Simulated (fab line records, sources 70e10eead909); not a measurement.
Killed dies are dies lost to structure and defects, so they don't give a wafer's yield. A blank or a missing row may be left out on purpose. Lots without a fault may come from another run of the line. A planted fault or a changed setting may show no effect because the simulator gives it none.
fab line records | flow nand_harc
record lots=24 wafers=72 last_day=33
route steps=1302 shown A_CHANNEL_HOLE_D1@488 A_CHANNEL_FILL_D1@492 A_CHANNEL_HOLE_D2@599 A_CHANNEL_FILL_D2@638
lots that met no fault: from a run of the same line without faults
start_h: hours from the record's first day to the start of the lot's first wafer shown | wait_h: hours since the lot's step before | " the same as in the row above | L1.1+2: a row that stands for several wafers | - no value, or no start given | * or withheld: withheld | < > ~ a bound
route shown NAME@n: a module of which the file shows steps, and the number in the route of the first | usual: mean/standard deviation of fault-free wafers | same: alike in all rows | chamber/n: place in a boat | sites: the reading at each site | _std_site: their standard deviation | _edge_site: outer sites' mean less inner sites' | radius_mm: how far each site lies from the wafer's centre | mask NAME#n: copy n | behind: the tool/chamber that last shaped the wafer | hold: why the lot was held/for how many hours/how that ended | device: the transistor (n, p or np) that didn't switch | end of line: the same wafers' tests at the end of the route | a step without rows: its recipe alone | killed: dies lost to structure and defects at the first sort, not the wafer's yield | map: a wafer's dies, x killed, . not, _ none there
set.NAME: the setting as run; set.NAME@STEP: as run at that earlier step | model.NAME: the simulator's own value behind a step, which no gauge read
steps of the route over a sample of lots; a table a step, a row a wafer
services: from which hour (start_h, from the record's first day; less than 0 if before it) a tool's chamber was out of use, for how many hours, and why
## steps
# step NHARC_A_CHANNEL_HOLE_D1_XSEM_31
# recipe landing_energy_ev=35000
# usual bot_cd_nm=74.6/1.3 bow_nm=8.66/0.24 tilt_deg=0.07/0.049
# columns lot.wafer tool chamber start_h wait_h bot_cd_nm bow_nm tilt_deg
L074.2 xsem-02 0 188.24 0.1 75.2 8.59 0.10
L074.3 " 0 " " 74.8 8.54 0.10
L074.6 " 0 " " 75.1 8.64 0.10
L075.4 xsem-01 0 200.61 0.1 74.8 8.83 0.01
L075.5 " 0 " " 73.9 8.76 0.01
L075.6 " 0 " " 74.5 8.64 0.01
L076.2 xsem-01 0 210.14 0.1 75.2 8.81 0.02
L076.3 " 0 " " 76.3 8.77 0.03
L076.6 " 0 " " 74.7 8.77 0.03
L077.2 xsem-02 0 220.57 0.1 73.0 8.44 0.08
L077.4 " 0 " " 74.7 8.50 0.08
L077.5 " 0 " " 74.6 8.43 0.08
L078.1 xsem-01 0 227.18 0.1 76.1 8.85 0.01
L078.3 " 0 " " 75.4 8.78 0.01
L078.6 " 0 " " 75.3 8.83 0.01
L079.1 xsem-01 0 236.58 0.1 73.2 8.56 0.02
L079.4 " 0 " " 76.3 8.59 0.02
L079.5 " 0 " " 76.0 8.63 0.02
L080.1 xsem-02 0 251.15 0.1 76.0 8.41 0.06
L080.2 " 0 " " 74.9 8.43 0.06
L080.4 " 0 " " 75.3 8.41 0.06
L081.2 xsem-01 0 262.35 0.1 73.0 8.73 0.12
L081.3 " 0 " " 74.4 8.65 0.12
L081.4 " 0 " " 73.8 8.63 0.12
L082.1 xsem-02 0 276.44 0.1 74.2 8.81 0.04
L082.3 " 0 " " 72.3 8.87 0.03
L082.5 " 0 " " 75.7 8.86 0.04
L083.3 xsem-01 0 280.60 0.1 75.9 8.51 0.05
L083.5 " 0 " " 75.5 8.54 0.05
L083.6 " 0 " " 77.0 8.61 0.05
L085.2 xsem-02 0 297.05 0.1 75.1 8.48 0.01
L085.4 " 0 " " 76.2 8.56 0.01
L085.5 " 0 " " 75.0 8.62 0.01
L084.2 xsem-02 0 302.61 0.1 76.4 9.00 0.09
L084.3 " 0 " " 76.0 9.09 0.09
L084.6 " 0 " " 76.3 9.04 0.09
L086.3 xsem-01 0 309.44 0.1 74.4 8.98 0.13
L086.5 " 0 " " 74.1 8.98 0.13
L086.6 " 0 " " 75.6 9.02 0.13
L087.1 xsem-02 0 330.38 0.1 74.6 8.40 0.07
L087.5 " 0 " " 74.8 8.51 0.07
L087.6 " 0 " " 74.5 8.55 0.07
L088.2 xsem-01 0 331.84 0.1 75.9 8.62 0.08
L088.3 " 0 " " 75.4 8.57 0.08
L088.6 " 0 " " 76.3 8.53 0.08
L089.1 xsem-01 0 336.63 0.1 73.6 7.91 -0.03
L089.5 " 0 " " 74.4 7.90 -0.03
L089.6 " 0 " " 74.8 7.90 -0.02
L090.1 xsem-02 0 340.81 0.1 73.7 8.81 0.10
L090.2 " 0 " " 73.0 8.80 0.10
L090.5 " 0 " " 74.5 8.75 0.10
L091.2 xsem-01 0 349.94 0.1 71.9 8.70 0.10
L091.4 " 0 " " 72.5 8.64 0.10
L091.5 " 0 " " 71.5 8.69 0.09
L092.1 xsem-01 0 370.76 0.1 71.9 8.65 0.04
L092.3 " 0 " " 73.3 8.69 0.04
L092.5 " 0 " " 72.3 8.69 0.04
L094.1 xsem-02 0 382.23 0.1 76.0 8.35 0.01
L094.2 " 0 " " 72.9 8.45 0.01
L094.3 " 0 " " 74.3 8.47 0.01
L093.1 xsem-02 0 382.33 0.1 75.1 8.97 0.11
L093.2 " 0 " " 75.0 9.02 0.11
L093.4 " 0 " " 74.6 9.01 0.11
L095.1 xsem-02 0 402.32 0.1 74.3 8.51 0.14
L095.3 " 0 " " 73.6 8.57 0.14
L095.4 " 0 " " 73.8 8.44 0.14
L096.2 xsem-01 0 416.48 0.1 73.7 8.87 0.07
L096.4 " 0 " " 74.5 8.82 0.07
L096.6 " 0 " " 74.4 8.88 0.07
L097.1 xsem-02 0 417.25 0.1 74.3 8.73 0.17
L097.3 " 0 " " 75.6 8.81 0.17
L097.4 " 0 " " 74.4 8.72 0.17
# step NHARC_A_CHANNEL_FILL_D1_ALD_02
# recipe target_thk_a=60 pulse_time_s=10 ald_cycles=60 temp_c=300 material=SiO2
# usual heater_power_w=493/56 precursor_pulse_height_rel=1.000/0.019
# columns lot.wafer tool chamber start_h wait_h heater_power_w precursor_pulse_height_rel since_wet_clean_h
L074.3 ald_hk-04 0 188.60 - 484 0.981 103
L074.2 " 2 " " 473 1.011 103
L074.6 " 0 " " 477 0.987 -
L075.4 ald_hk-01 3 201.33 - 551 0.990 73
L075.6 " 0 " " 629 1.008 -
L075.5 " 1 " " 519 1.021 -
L076.3 ald_hk-01 2 211.34 - 490 1.008 83
L076.2 " 3 " " 531 1.029 84
L076.6 " 2 " " 494 1.005 -
L077.2 ald_hk-04 1 221.01 - 451 1.008 135
L077.4 " 2 " " 471 0.993 135
L077.5 " 0 " " 467 1.024 -
L078.3 ald_hk-03 1 227.54 - 537 1.007 1
L078.1 " 2 " " 540 1.018 2
L078.6 " 1 " " 536 1.027 -
L079.1 ald_hk-03 1 236.94 - 526 0.994 11
L079.4 " 3 " " 413 0.999 11
L079.5 " 1 " " 542 0.982 -
L080.4 ald_hk-03 1 251.76 - 532 0.995 26
L080.2 " 2 " " 538 0.967 26
L080.1 " 0 " " 492 1.011 26
L081.3 ald_hk-03 3 262.64 - 411 1.022 37
L081.4 " 0 " " 484 0.965 37
L081.2 " 1 " " 545 0.990 37
L082.1 ald_hk-01 0 276.88 - 626 0.991 149
L082.3 " 1 " " 530 0.983 149
L082.5 " 3 " " 542 1.011 -
L083.3 ald_hk-04 1 281.04 - 433 0.992 16
L083.6 " 3 " " 411 1.014 -
L083.5 " 0 " " 463 1.016 -
L085.2 ald_hk-04 3 297.48 - 419 1.010 33
L085.4 " 0 " " 463 1.010 33
L085.5 " 1 " " 435 0.992 -
L084.2 ald_hk-03 3 303.69 - 404 0.997 78
L084.3 " 0 " " 472 0.969 78
L084.6 " 3 " " 414 1.011 -
L086.3 ald_hk-01 0 309.94 - 616 0.996 4
L086.5 " 1 " " 535 1.019 -
L086.6 " 2 " " 478 1.028 -
L087.1 ald_hk-03 3 330.68 - 418 0.987 105
L087.5 " 3 " " 403 0.982 -
L087.6 " 0 " " 482 0.989 -
L088.3 ald_hk-01 1 332.22 - 554 1.008 26
L088.2 " 3 " " 531 0.975 26
L088.6 " 1 " " 544 0.996 -
L089.1 ald_hk-03 0 337.68 - 476 0.988 112
L089.6 " 2 " " 541 1.033 -
L089.5 " 3 " " 412 0.972 -
L090.2 ald_hk-04 2 341.18 - 469 1.002 76
L090.1 " 3 " " 414 1.010 76
L090.5 " 1 " " 432 0.998 -
L091.4 ald_hk-04 2 350.32 - 463 1.017 85
L091.2 " 3 " " 417 1.002 85
L091.5 " 1 " " 448 0.997 -
L092.1 ald_hk-01 3 373.14 - 521 0.979 67
L092.3 " 0 " " 610 1.010 67
L092.5 " 2 " " 474 1.008 -
L094.1 ald_hk-01 2 383.61 - 460 1.007 78
L094.2 " 3 " " 522 1.002 78
L094.3 " 0 " " 627 0.987 78
L093.1 ald_hk-01 2 383.97 - 482 1.036 78
L093.4 " 3 " " 515 0.994 78
L093.2 " 1 " " 543 0.986 78
L095.3 ald_hk-04 3 402.61 - 421 1.003 138
L095.4 " 0 " " 463 0.979 138
L095.1 " 2 " " 479 0.988 138
L096.2 ald_hk-03 0 416.76 - 489 1.000 13
L096.4 " 2 " " 548 1.045 13
L096.6 " 1 " " 537 0.981 -
L097.3 ald_hk-04 1 417.55 - 436 0.991 153
L097.4 " 3 " " 425 0.994 153
L097.1 " 0 " " 473 1.000 153
# step NHARC_A_CHANNEL_FILL_D1_ALD_03
# recipe target_thk_a=60 pulse_time_s=60 ald_cycles=58 temp_c=630 pressure_torr=2 material=SiNx
# usual precursor_pulse_height_rel=1.001/0.019
# columns lot.wafer tool chamber start_h wait_h precursor_pulse_height_rel
L074.2 ald_sin_batch-02 0 - - 0.985
L074.3 " 0 " " 0.987
L074.6 " 0 " " 0.981
L075.4 ald_sin_batch-03 0 - - 1.012
L075.5 " 0 " " 1.015
L075.6 " 0 " " 0.969
L076.2 ald_sin_batch-01 0 - - 0.991
L076.3 " 0 " " 1.005
L076.6 " 0 " " 1.006
L077.2 ald_sin_batch-03 0 - - 0.973
L077.4 " 0 " " 0.985
L077.5 " 0 " " 1.026
L078.1 ald_sin_batch-01 0 - - 1.011
L078.3 " 0 " " 1.011
L078.6 " 0 " " 0.995
L079.1 ald_sin_batch-03 0 - - 0.982
L079.4 " 0 " " 1.033
L079.5 " 0 " " 0.980
L080.1 ald_sin_batch-03 0 - - 1.002
L080.2 " 0 " " 0.978
L080.4 " 0 " " 1.026
L081.2 ald_sin_batch-01 0 - - 0.995
L081.3 " 0 " " 0.996
L081.4 " 0 " " 0.993
L082.1 ald_sin_batch-03 0 - - 0.996
L082.3 " 0 " " 1.003
L082.5 " 0 " " 0.981
L083.3 ald_sin_batch-01 0 - - 0.984
L083.5 " 0 " " 1.052
L083.6 " 0 " " 0.989
L085.2 ald_sin_batch-01 0 - - 0.990
L085.4 " 0 " " 1.006
L085.5 " 0 " " 1.004
L084.2 ald_sin_batch-02 0 - - 1.003
L084.3 " 0 " " 0.965
L084.6 " 0 " " 1.012
L086.3 ald_sin_batch-01 0 - - 1.001
L086.5 " 0 " " 1.024
L086.6 " 0 " " 1.002
L087.1 ald_sin_batch-03 0 - - 1.021
L087.5 " 0 " " 1.033
L087.6 " 0 " " 1.012
L088.2 ald_sin_batch-03 0 - - 0.968
L088.3 " 0 " " 1.000
L088.6 " 0 " " 0.974
L089.1 ald_sin_batch-03 0 - - 0.981
L089.5 " 0 " " 1.013
L089.6 " 0 " " 0.991
L090.1 ald_sin_batch-01 0 - - 1.029
L090.2 " 0 " " 1.042
L090.5 " 0 " " 0.999
L091.2 ald_sin_batch-03 0 - - 0.994
L091.4 " 0 " " 1.006
L091.5 " 0 " " 1.002
L092.1 ald_sin_batch-02 0 - - 1.002
L092.3 " 0 " " 0.985
L092.5 " 0 " " 1.007
L093.1 ald_sin_batch-03 0 - - 0.986
L093.2 " 0 " " 1.006
L093.4 " 0 " " 0.979
L094.1 ald_sin_batch-03 0 - - 1.026
L094.2 " 0 " " 1.012
L094.3 " 0 " " 1.021
L095.1 ald_sin_batch-02 0 - - 0.984
L095.3 " 0 " " 0.986
L095.4 " 0 " " 1.010
L096.2 ald_sin_batch-01 0 - - 1.007
L096.4 " 0 " " 1.002
L096.6 " 0 " " 1.015
L097.1 ald_sin_batch-01 0 - - 0.995
L097.3 " 0 " " 0.992
L097.4 " 0 " " 1.005
# step NHARC_A_CHANNEL_FILL_D1_INSPECT_13
# usual raw_defect_count=276/100
# columns lot.wafer tool chamber start_h wait_h raw_defect_count
L074.2 defect_inspect-02 - 236.97 0.0 231
L074.3 " - " " 223
L074.6 " - " " 115
L075.4 defect_inspect-01 - 250.11 0.0 205
L075.5 " - " " 391
L075.6 " - " " 220
L076.2 defect_inspect-02 - 260.03 0.0 256
L076.3 " - " " 234
L076.6 " - " " 264
L077.2 defect_inspect-02 - 271.84 0.0 186
L077.4 " - " " 251
L077.5 " - " " 217
L078.1 defect_inspect-01 - 275.46 0.0 158
L078.3 " - " " 194
L078.6 " - " " 202
L079.1 defect_inspect-02 - 285.04 0.0 167
L079.4 " - " " 209
L079.5 " - " " 430
L080.1 defect_inspect-01 - 300.90 0.0 233
L080.2 " - " " 199
L080.4 " - " " 407
L081.2 defect_inspect-01 - 316.65 0.0 223
L081.3 " - " " 242
L081.4 " - " " 279
L082.1 defect_inspect-01 - 325.02 0.0 171
L082.3 " - " " 250
L082.5 " - " " 148
L083.3 defect_inspect-02 - 332.43 0.0 548
L083.5 " - " " 470
L083.6 " - " " 190
L085.2 defect_inspect-01 - 346.57 0.0 191
L085.4 " - " " 259
L085.5 " - " " 384
L084.2 defect_inspect-02 - 351.79 0.0 140
L084.3 " - " " 253
L084.6 " - " " 221
L086.3 defect_inspect-01 - 357.66 0.0 206
L086.5 " - " " 325
L086.6 " - " " 508
L087.1 defect_inspect-02 - 381.61 0.0 337
L087.5 " - " " 164
L087.6 " - " " 229
L088.2 defect_inspect-02 - 381.61 0.0 275
L088.3 " - " " 222
L088.6 " - " " 250
L090.1 defect_inspect-02 - 387.86 0.0 315
L090.2 " - " " 334
L090.5 " - " " 350
L089.1 defect_inspect-02 - 387.87 0.0 363
L089.5 " - " " 316
L089.6 " - " " 279
L091.2 defect_inspect-01 - 401.76 0.0 289
L091.4 " - " " 299
L091.5 " - " " 288
L092.1 defect_inspect-01 - 422.15 0.0 378
L092.3 " - " " 315
L092.5 " - " " 870
L094.1 defect_inspect-02 - 433.60 0.0 275
L094.2 " - " " 394
L094.3 " - " " 242
L093.1 defect_inspect-01 - 433.62 0.0 305
L093.2 " - " " 352
L093.4 " - " " 216
L095.1 defect_inspect-02 - 452.26 0.0 207
L095.3 " - " " 331
L095.4 " - " " 364
L096.2 defect_inspect-01 - 464.75 0.0 394
L096.4 " - " " 348
L096.6 " - " " 309
L097.1 defect_inspect-01 - 464.79 0.0 196
L097.3 " - " " 189
L097.4 " - " " 149
# step NHARC_A_CHANNEL_HOLE_D2_ETCH_27
# recipe bias_v=400 source_w=2000 pressure_mtorr=25 time_s=90 ar_flow_sccm=375 c4f8_flow_sccm=41.7 o2_flow_sccm=83.3 temp_c=-20 target_depth_a=4000 chemistry=C4F8/O2/Ar
# usual drypump_motor_current_A=5.6/0.57 oes_air_line_au=1.001/0.02 showerhead_plenum_p_Torr=3.65/0.16 throttle_valve_pct=27.620/0.0092
# columns lot.wafer tool chamber start_h wait_h drypump_motor_current_A oes_air_line_au rf_hours_counter_h showerhead_plenum_p_Torr throttle_valve_pct
L074.2 har_etch-02 0 295.43 0.3 6.0 1.003 - 3.65 27.636
L074.3 " 0 " " 5.9 1.005 - 3.65 27.616
L074.6 " 0 " " 6.0 1.020 - 3.65 27.626
L075.4 har_etch-02 0 309.75 0.2 5.9 1.047 - 3.65 27.610
L075.5 " 1 " " 6.5 0.986 - 3.78 27.622
L075.6 " 0 " " 5.9 1.000 - 3.65 27.623
L076.2 har_etch-02 0 326.02 0.2 6.0 1.006 377 3.64 27.618
L076.3 " 1 " " 6.4 0.994 - 3.77 27.617
L076.6 " 1 " " 6.4 0.999 - 3.77 27.618
L077.2 har_etch-01 0 332.91 0.2 5.2 0.989 173 3.52 27.616
L077.4 " 1 " " 5.0 1.007 - 3.58 27.605
L077.5 " 0 " " 5.2 1.011 - 3.52 27.618
L079.1 har_etch-01 0 340.95 0.2 5.2 0.991 180 3.52 27.633
L079.4 " 0 " " 5.2 1.013 - 3.52 27.609
L079.5 " 0 " " 5.2 0.993 - 3.52 27.612
L078.1 har_etch-02 1 343.34 0.2 6.4 1.017 377 3.76 27.618
L078.3 " 0 " " 6.0 0.995 - 3.63 27.624
L078.6 " 0 " " 6.0 1.021 - 3.63 27.619
L080.2 har_etch-02 1 361.07 0.2 6.4 1.003 385 3.76 27.616
L080.1 " 0 " " 5.9 1.005 400 3.63 27.626
L080.4 " 0 " " 5.9 0.991 - 3.63 27.637
L081.2 har_etch-01 1 372.50 0.2 5.0 0.963 199 3.57 27.624
L081.4 " 1 " " 5.0 1.016 - 3.57 27.625
L081.3 " 0 " " 5.2 1.002 - 3.51 27.616
L082.1 har_etch-01 1 384.70 0.2 5.0 1.022 207 3.56 27.615
L082.3 " 0 " " 5.2 1.022 - 3.50 27.617
L082.5 " 1 " " 5.0 0.961 - 3.56 27.618
L083.3 har_etch-01 1 396.52 0.2 5.0 1.001 - 3.56 27.615
L083.6 " 0 " " 5.2 1.005 - 3.50 27.609
L083.5 " 1 " " 5.0 1.027 - 3.56 27.620
L085.2 har_etch-01 0 410.66 0.2 5.2 0.961 226 3.49 27.629
L085.4 " 0 " " 5.2 0.958 - 3.49 27.609
L085.5 " 1 " " 5.0 1.027 - 3.55 27.613
L084.2 har_etch-02 0 411.44 0.2 6.0 1.010 7 3.98 27.633
L084.3 " 1 " " 6.4 1.028 - 3.75 27.634
L084.6 " 1 " " 6.4 0.990 - 3.75 27.601
L086.3 har_etch-01 0 422.89 0.2 5.2 1.037 - 3.49 27.605
L086.5 " 1 " " 5.0 0.998 - 3.55 27.606
L086.6 " 0 " " 5.2 1.023 - 3.49 27.611
L088.2 har_etch-02 1 440.02 0.2 6.5 1.006 23 3.74 27.611
L088.3 " 0 " " 6.0 1.028 - 3.97 27.603
L088.6 " 0 " " 5.9 1.021 - 3.97 27.622
L087.1 har_etch-01 0 441.94 0.2 5.2 0.991 245 3.48 27.604
L087.5 " 1 " " 5.0 0.993 - 3.54 27.609
L087.6 " 0 " " 5.2 1.001 - 3.48 27.599
L089.1 har_etch-01 1 446.39 0.2 5.0 1.016 249 3.54 27.621
L089.6 " 1 " " 5.0 1.008 - 3.54 27.634
L089.5 " 0 " " 5.2 1.010 - 3.48 27.631
L090.2 har_etch-02 0 448.33 0.2 6.0 0.980 31 3.96 27.627
L090.1 " 1 " " 6.4 0.980 31 3.73 27.627
L090.5 " 1 " " 6.4 1.007 - 3.73 27.615
L091.2 har_etch-02 1 460.71 0.2 6.4 0.945 38 3.73 27.630
L091.4 " 1 " " 6.5 0.964 - 3.73 27.625
L091.5 " 1 " " 6.4 0.967 - 3.73 27.630
L092.1 har_etch-02 0 481.06 0.2 6.0 0.992 46 3.95 27.637
L092.3 " 1 " " 6.4 0.984 - 3.73 27.629
L092.5 " 1 " " 6.4 0.989 - 3.73 27.609
L094.2 har_etch-02 0 491.56 0.2 6.0 1.004 54 3.95 27.626
L094.1 " 1 " " 6.4 0.969 54 3.72 27.629
L094.3 " 0 " " 6.0 1.012 - 3.95 27.621
L093.1 har_etch-01 1 494.66 0.2 5.0 0.999 279 3.52 27.630
L093.2 " 0 " " 5.2 1.002 279 3.46 27.612
L093.4 " 0 " " 5.2 1.012 - 3.46 27.615
L095.1 har_etch-01 1 509.90 0.2 5.0 0.997 287 3.52 27.623
L095.3 " 1 " " 5.0 0.999 - 3.52 27.624
L095.4 " 0 " " 5.2 0.985 - 3.46 27.642
L097.1 har_etch-02 0 525.51 0.2 6.0 1.006 69 3.94 27.614
L097.3 " 0 " " 6.0 1.003 - 3.94 27.628
L097.4 " 1 " " 6.4 1.020 - 3.71 27.621
L096.2 har_etch-01 0 525.68 0.2 5.2 0.993 295 3.46 27.617
L096.4 " 1 " " 5.0 0.997 - 3.52 27.623
L096.6 " 0 " " 5.2 0.973 - 3.46 27.627
# step NHARC_A_CHANNEL_FILL_D2_INSPECT_13
# usual raw_defect_count=385/110
# columns lot.wafer tool chamber start_h wait_h raw_defect_count
L074.2 defect_inspect-02 - 345.10 0.1 432
L074.3 " - " " 339
L074.6 " - " " 366
L075.4 defect_inspect-02 - 361.50 0.1 387
L075.5 " - " " 313
L075.6 " - " " 412
L077.2 defect_inspect-02 - 381.23 0.1 427
L077.4 " - " " 382
L077.5 " - " " 243
L076.2 defect_inspect-02 - 381.40 0.1 373
L076.3 " - " " 450
L076.6 " - " " 732
L079.1 defect_inspect-01 - 391.02 0.2 538
L079.4 " - " " 544
L079.5 " - " " 463
L078.1 defect_inspect-01 - 391.19 0.2 277
L078.3 " - " " 245
L078.6 " - " " 559
L080.1 defect_inspect-01 - 417.49 0.2 446
L080.2 " - " " 391
L080.4 " - " " 243
L081.2 defect_inspect-01 - 424.04 0.2 362
L081.3 " - " " 376
L081.4 " - " " 380
L082.1 defect_inspect-02 - 439.22 0.2 423
L082.3 " - " " 372
L082.5 " - " " 318
L083.3 defect_inspect-02 - 448.35 0.1 564
L083.5 " - " " 273
L083.6 " - " " 374
L084.2 defect_inspect-01 - 461.06 0.1 214
L084.3 " - " " 342
L084.6 " - " " 278
L085.2 defect_inspect-02 - 461.23 0.1 219
L085.4 " - " " 308
L085.5 " - " " 224
L086.3 defect_inspect-01 - 472.58 0.1 473
L086.5 " - " " 573
L086.6 " - " " 406
L087.1 defect_inspect-01 - 491.77 0.2 354
L087.5 " - " " 369
L087.6 " - " " 491
L088.2 defect_inspect-02 - 495.54 0.1 498
L088.3 " - " " 353
L088.6 " - " " 386
L090.1 defect_inspect-01 - 495.55 0.2 678
L090.2 " - " " 552
L090.5 " - " " 373
L089.1 defect_inspect-01 - 500.70 0.2 318
L089.5 " - " " 512
L089.6 " - " " 309
L091.2 defect_inspect-02 - 511.42 0.1 208
L091.4 " - " " 266
L091.5 " - " " 345
L092.1 defect_inspect-02 - 532.52 0.2 308
L092.3 " - " " 270
L092.5 " - " " 327
L094.1 defect_inspect-02 - 541.20 0.2 567
L094.2 " - " " 261
L094.3 " - " " 314
L093.1 defect_inspect-01 - 541.37 0.2 465
L093.2 " - " " 366
L093.4 " - " " 353
L095.1 defect_inspect-01 - 563.46 0.2 392
L095.3 " - " " 450
L095.4 " - " " 683
L097.1 defect_inspect-01 - 575.98 0.2 421
L097.3 " - " " 346
L097.4 " - " " 367
L096.2 defect_inspect-02 - 575.98 0.1 279
L096.4 " - " " 392
L096.6 " - " " 218
## services
# columns tool chamber start_h hours kind
har_etch-01 - 189.86 0.1 repair
ald_hk-03 - 216.20 10.0 pm
ald_hk-03 0 216.20 10.0 vent_cycle
ald_hk-04 - 255.05 10.0 pm
ald_hk-01 - 255.97 0.4 repair
ald_sin_batch-02 - 266.00 26.0 pm
har_etch-02 1 275.91 - consumable_replace:focus_ring
har_etch-02 1 275.91 17.0 scheduled_down
har_etch-02 1 275.91 17.0 vent_cycle
ald_hk-01 - 296.00 10.0 pm
xsem-01 - 374.00 14.0 pm
har_etch-02 - 380.74 17.0 pm
har_etch-02 0 380.74 17.0 vent_cycle
har_etch-02 1 380.74 17.0 vent_cycle
ald_hk-03 - 385.72 0.6 repair
ald_hk-03 - 394.20 10.0 pm
har_etch-02 0 397.74 - clean
har_etch-02 0 397.74 - consumable_replace:focus_ring
har_etch-02 0 397.74 - consumable_replace:showerhead
har_etch-02 1 397.74 - clean
ald_hk-04 - 433.05 10.0 pm
ald_hk-01 - 474.00 10.0 pm
ald_sin_batch-01 - 506.00 26.0 pm
ald_hk-03 - 507.27 0.9 repair
## key
fault none
